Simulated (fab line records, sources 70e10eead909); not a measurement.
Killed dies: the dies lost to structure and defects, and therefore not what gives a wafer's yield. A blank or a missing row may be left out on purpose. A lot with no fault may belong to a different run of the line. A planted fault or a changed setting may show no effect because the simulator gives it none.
Which of the tools did it? + flow nand harc + 72 wafers from 24 lots sampled at 5 of the route's 1302 steps

== WHAT EACH GAUGE READ, for each wafer ==
NHARC_P_BONDPAD_THK_MEAS_20: measures by xrf. Usual: thk nm 161.2 nm, standard deviation 1.3.
| lot  | measured     | on            | thk nm (nm)       | flag |
|------|--------------|---------------|-------------------|------|
| L074 | day 6 14:23  | film metro-02 | 161.1 161.9 162.1 |      |
| L075 | day 7 07:38  | film metro-02 | 161.4 162.1 161.5 |      |
| L076 | day 7 11:47  | film metro-02 | 161.8 162.6 161.2 |      |
| L077 | day 8 03:59  | film metro-02 | 161.5 162.2 161.5 |      |
| L078 | day 8 11:43  | film metro-01 | 160.2 159.8 160.7 |      |
| L079 | day 8 16:13  | film metro-01 | 160.0 160.9 158.6 |      |
| L080 | day 9 03:20  | film metro-02 | 159.9 161.0 160.8 |      |
| L081 | day 9 13:43  | film metro-02 | 159.1 162.6 163.0 |      |
| L082 | day 10 02:57 | film metro-01 | 158.6 161.0 160.8 |      |
| L083 | day 10 16:06 | film metro-02 | 161.5 161.0 163.1 |      |
| L084 | day 10 18:18 | film metro-01 | 162.7 162.9 161.4 |      |
| L085 | day 11 06:34 | film metro-02 | 162.5 161.9 159.1 |      |
| L086 | day 11 12:52 | film metro-02 | 161.1 161.7 163.7 |      |
| L087 | day 12 00:11 | film metro-01 | 161.5 160.6 162.5 |      |
| L089 | day 12 19:59 | film metro-01 | 163.8 160.8 161.3 |      |
| L088 | day 12 20:10 | film metro-01 | 159.7 163.1 161.7 |      |
| L090 | day 13 08:01 | film metro-01 | 160.8 159.1 158.3 |      |
| L091 | day 13 19:19 | film metro-02 | 162.6 158.4 161.1 |      |
| L092 | day 14 09:58 | film metro-02 | 160.4 161.8 161.1 |      |
| L093 | day 14 18:52 | film metro-02 | 160.5 157.8 161.1 |      |
| L094 | day 14 20:12 | film metro-02 | 161.6 160.4 161.9 |      |
| L095 | day 15 14:12 | film metro-01 | 161.1 159.7 162.2 |      |
| L096 | day 15 19:20 | film metro-01 | 162.4 161.4 161.0 |      |
| L097 | day 16 05:02 | film metro-01 | 160.2 160.9 161.8 |      |

NHARC_A_SOURCE_PLATE_THK_MEAS_09: measures by ellipsometry. Usual: thk nm 9.7 nm, standard deviation 1.
| lot  | measured     | on            | thk nm (nm)    | flag |
|------|--------------|---------------|----------------|------|
| L074 | day 7 00:34  | film metro-02 | 9.5 10.1 10.7  |      |
| L075 | day 7 17:59  | film metro-01 | 10.5 10.2 6.9  |      |
| L076 | day 7 22:53  | film metro-02 | 9.2 10.2 9.8   |      |
| L077 | day 8 14:17  | film metro-01 | 8.8 9.5 9.4    |      |
| L078 | day 8 23:13  | film metro-02 | 8.9 8.6 9.6    |      |
| L079 | day 9 02:57  | film metro-02 | 9.0 10.1 8.4   |      |
| L080 | day 9 13:18  | film metro-02 | 13.5 8.8 10.8  |      |
| L081 | day 10 00:28 | film metro-01 | 8.0 10.2 7.2   |      |
| L082 | day 10 16:26 | film metro-01 | 11.3 8.4 9.5   |      |
| L083 | day 11 02:25 | film metro-01 | 10.9 10.4 9.2  |      |
| L084 | day 11 02:25 | film metro-02 | 9.0 10.0 10.8  |      |
| L085 | day 11 16:14 | film metro-02 | 11.2 7.4 9.1   |      |
| L086 | day 11 22:37 | film metro-02 | 11.3 9.1 10.8  |      |
| L087 | day 12 11:54 | film metro-01 | 10.7 10.0 10.0 |      |
| L089 | day 13 06:20 | film metro-02 | 9.4 9.0 11.4   |      |
| L088 | day 13 06:20 | film metro-01 | 10.7 9.6 9.9   |      |
| L090 | day 13 18:47 | film metro-02 | 9.2 9.0 10.7   |      |
| L091 | day 14 05:14 | film metro-02 | 9.9 8.8 10.9   |      |
| L092 | day 14 20:05 | film metro-02 | 10.1 10.6 10.3 |      |
| L093 | day 15 04:53 | film metro-01 | 9.7 8.7 10.4   |      |
| L094 | day 15 04:53 | film metro-02 | 9.0 10.3 10.0  |      |
| L095 | day 15 23:51 | film metro-02 | 9.0 7.8 9.3    |      |
| L096 | day 16 06:26 | film metro-02 | 11.2 9.6 8.9   |      |
| L097 | day 16 15:13 | film metro-01 | 10.0 10.4 9.3  |      |

NHARC_A_SOURCE_PLATE_INSPECT_08. Usual: raw defect count 61, standard deviation 27.
| lot  | measured     | on                | raw defect count | flag |
|------|--------------|-------------------|------------------|------|
| L074 | day 7 13:49  | defect inspect-02 | 58 51 60         |      |
| L075 | day 8 07:11  | defect inspect-01 | 53 34 52         |      |
| L076 | day 8 11:26  | defect inspect-02 | 46 93 38         |      |
| L077 | day 9 03:50  | defect inspect-02 | 71 118 95        |      |
| L078 | day 9 12:18  | defect inspect-01 | 41 39 82         |      |
| L079 | day 9 16:02  | defect inspect-01 | 48 81 53         |      |
| L080 | day 10 01:51 | defect inspect-02 | 29 40 65         |      |
| L081 | day 10 17:03 | defect inspect-01 | 55 86 105        |      |
| L082 | day 11 06:03 | defect inspect-01 | 35 40 30         |      |
| L083 | day 11 19:13 | defect inspect-01 | 75 59 69         |      |
| L084 | day 11 19:10 | defect inspect-02 | 43 48 56         |      |
| L085 | day 12 07:35 | defect inspect-01 | 45 53 95         |      |
| L086 | day 12 12:08 | defect inspect-02 | 98 48 65         |      |
| L087 | day 13 01:35 | defect inspect-01 | 45 25 51         |      |
| L089 | day 13 19:53 | defect inspect-01 | 74 90 67         |      |
| L088 | day 13 19:53 | defect inspect-02 | 60 64 36         |      |
| L090 | day 14 09:37 | defect inspect-01 | 50 44 80         |      |
| L091 | day 14 17:49 | defect inspect-01 | 65 39 37         |      |
| L092 | day 15 10:30 | defect inspect-02 | 69 28 50         |      |
| L093 | day 15 17:21 | defect inspect-01 | 57 42 41         |      |
| L094 | day 15 17:21 | defect inspect-02 | 84 64 124        |      |
| L095 | day 16 12:57 | defect inspect-02 | 77 174 111       |      |
| L096 | day 16 19:35 | defect inspect-02 | 24 43 47         |      |
| L097 | day 17 06:26 | defect inspect-01 | 73 86 38         |      |

== WHAT TOOL EACH LOT RAN ON (gives the tool, then ch and the chambers of the sampled wafers, and finally the start) ==
| lot  | NHARC_P_BONDPAD_PRE_CLEAN_26            | NHARC_P_BONDPAD_PVD_17                  |
|------|-----------------------------------------|-----------------------------------------|
| L074 | pvd sputter-01, day 6 14:23 or earlier  | pvd sputter-01, day 6 14:23 or earlier  |
| L075 | pvd sputter-02, day 7 07:38 or earlier  | pvd sputter-02, day 7 07:38 or earlier  |
| L076 | pvd sputter-02, day 7 11:47 or earlier  | pvd sputter-02, day 7 11:47 or earlier  |
| L077 | pvd sputter-02, day 8 03:59 or earlier  | pvd sputter-02, day 8 03:59 or earlier  |
| L078 | pvd sputter-02, day 8 11:43 or earlier  | pvd sputter-02, day 8 11:43 or earlier  |
| L079 | pvd sputter-03, day 8 16:13 or earlier  | pvd sputter-03, day 8 16:13 or earlier  |
| L080 | pvd sputter-01, day 9 03:20 or earlier  | pvd sputter-01, day 9 03:20 or earlier  |
| L081 | pvd sputter-03, day 9 13:43 or earlier  | pvd sputter-03, day 9 13:43 or earlier  |
| L082 | pvd sputter-02, day 10 02:57 or earlier | pvd sputter-02, day 10 02:57 or earlier |
| L083 | pvd sputter-02, day 10 16:06 or earlier | pvd sputter-02, day 10 16:06 or earlier |
| L084 | pvd sputter-02, day 10 18:18 or earlier | pvd sputter-02, day 10 18:18 or earlier |
| L085 | pvd sputter-03, day 11 06:34 or earlier | pvd sputter-03, day 11 06:34 or earlier |
| L086 | pvd sputter-02, day 11 12:52 or earlier | pvd sputter-02, day 11 12:52 or earlier |
| L087 | pvd sputter-03, day 12 00:11 or earlier | pvd sputter-03, day 12 00:11 or earlier |
| L089 | pvd sputter-01, day 12 19:59 or earlier | pvd sputter-01, day 12 19:59 or earlier |
| L088 | pvd sputter-03, day 12 20:10 or earlier | pvd sputter-03, day 12 20:10 or earlier |
| L090 | pvd sputter-01, day 13 08:01 or earlier | pvd sputter-01, day 13 08:01 or earlier |
| L091 | pvd sputter-03, day 13 19:19 or earlier | pvd sputter-03, day 13 19:19 or earlier |
| L092 | pvd sputter-03, day 14 09:58 or earlier | pvd sputter-03, day 14 09:58 or earlier |
| L093 | pvd sputter-01, day 14 18:52 or earlier | pvd sputter-01, day 14 18:52 or earlier |
| L094 | pvd sputter-01, day 14 20:12 or earlier | pvd sputter-01, day 14 20:12 or earlier |
| L095 | pvd sputter-01, day 15 14:12 or earlier | pvd sputter-01, day 15 14:12 or earlier |
| L096 | pvd sputter-01, day 15 19:20 or earlier | pvd sputter-01, day 15 19:20 or earlier |
| L097 | pvd sputter-01, day 16 05:02 or earlier | pvd sputter-01, day 16 05:02 or earlier |
- NHARC_P_BONDPAD_PRE_CLEAN_26: time 30 s.
- NHARC_P_BONDPAD_PVD_17: deposits TaN, target thk 5 nm, time 8.06 s.

== WHAT THE TOOLS THEMSELVES READ (means of the sampled wafers that have a number; where no wafer has one, the mark that the record gives instead) ==
NHARC_P_BONDPAD_PRE_CLEAN_26. Usual: heater power w 411 W, standard deviation 55.
| lot  | tool           | heater power w (W) | flag |
|------|----------------|--------------------|------|
| L074 | pvd sputter-01 | 397                |      |
| L075 | pvd sputter-02 | 338                |      |
| L076 | pvd sputter-02 | 389                |      |
| L077 | pvd sputter-02 | 377                |      |
| L078 | pvd sputter-02 | 394                |      |
| L079 | pvd sputter-03 | 456                |      |
| L080 | pvd sputter-01 | 474                |      |
| L081 | pvd sputter-03 | 428                |      |
| L082 | pvd sputter-02 | 363                |      |
| L083 | pvd sputter-02 | 323                |      |
| L084 | pvd sputter-02 | 399                |      |
| L085 | pvd sputter-03 | 434                |      |
| L086 | pvd sputter-02 | 354                |      |
| L087 | pvd sputter-03 | 453                |      |
| L089 | pvd sputter-01 | 453                |      |
| L088 | pvd sputter-03 | 428                |      |
| L090 | pvd sputter-01 | 450                |      |
| L091 | pvd sputter-03 | 432                |      |
| L092 | pvd sputter-03 | 431                |      |
| L093 | pvd sputter-01 | 463                |      |
| L094 | pvd sputter-01 | 432                |      |
| L095 | pvd sputter-01 | 465                |      |
| L096 | pvd sputter-01 | 390                |      |
| L097 | pvd sputter-01 | 389                |      |

NHARC_P_BONDPAD_PVD_17. Usual: throttle valve pct 29.6 %, standard deviation 1.2.
| lot  | tool           | throttle valve pct (%) | flag |
|------|----------------|------------------------|------|
| L074 | pvd sputter-01 | 29.6                   |      |
| L075 | pvd sputter-02 | 29.4                   |      |
| L076 | pvd sputter-02 | 29.8                   |      |
| L077 | pvd sputter-02 | 29.9                   |      |
| L078 | pvd sputter-02 | 30.0                   |      |
| L079 | pvd sputter-03 | 29.6                   |      |
| L080 | pvd sputter-01 | 29.6                   |      |
| L081 | pvd sputter-03 | 30.7                   |      |
| L082 | pvd sputter-02 | 29.5                   |      |
| L083 | pvd sputter-02 | 30.1                   |      |
| L084 | pvd sputter-02 | 29.8                   |      |
| L085 | pvd sputter-03 | 28.3                   |      |
| L086 | pvd sputter-02 | 30.2                   |      |
| L087 | pvd sputter-03 | 28.2                   |      |
| L089 | pvd sputter-01 | 29.2                   |      |
| L088 | pvd sputter-03 | 30.6                   |      |
| L090 | pvd sputter-01 | 30.0                   |      |
| L091 | pvd sputter-03 | 31.0                   |      |
| L092 | pvd sputter-03 | 29.8                   |      |
| L093 | pvd sputter-01 | 28.9                   |      |
| L094 | pvd sputter-01 | 29.0                   |      |
| L095 | pvd sputter-01 | 30.3                   |      |
| L096 | pvd sputter-01 | 28.1                   |      |
| L097 | pvd sputter-01 | 29.2                   |      |

== THE ANSWER, worked out from the rows above alone ==
Rule: a lot is off if the mean of its wafers that have a number lies more than 3 standard deviations from the usual mean. A lot without any number at a reading at which 4 lots or more have one is off too. All remaining lots with rows at the step are treated as sound. Order of review: gauges by route order, followed by the tools' own readings, for which a lot's mean as printed above is used. At the first step where some lot is off, the reading lying furthest off is the one used; lots without a number count as furthest.
No lot is off on any of the readings shown, so nothing can be concluded from this.

== WHAT HAD BEEN PUT IN BY THE SIMULATOR ==
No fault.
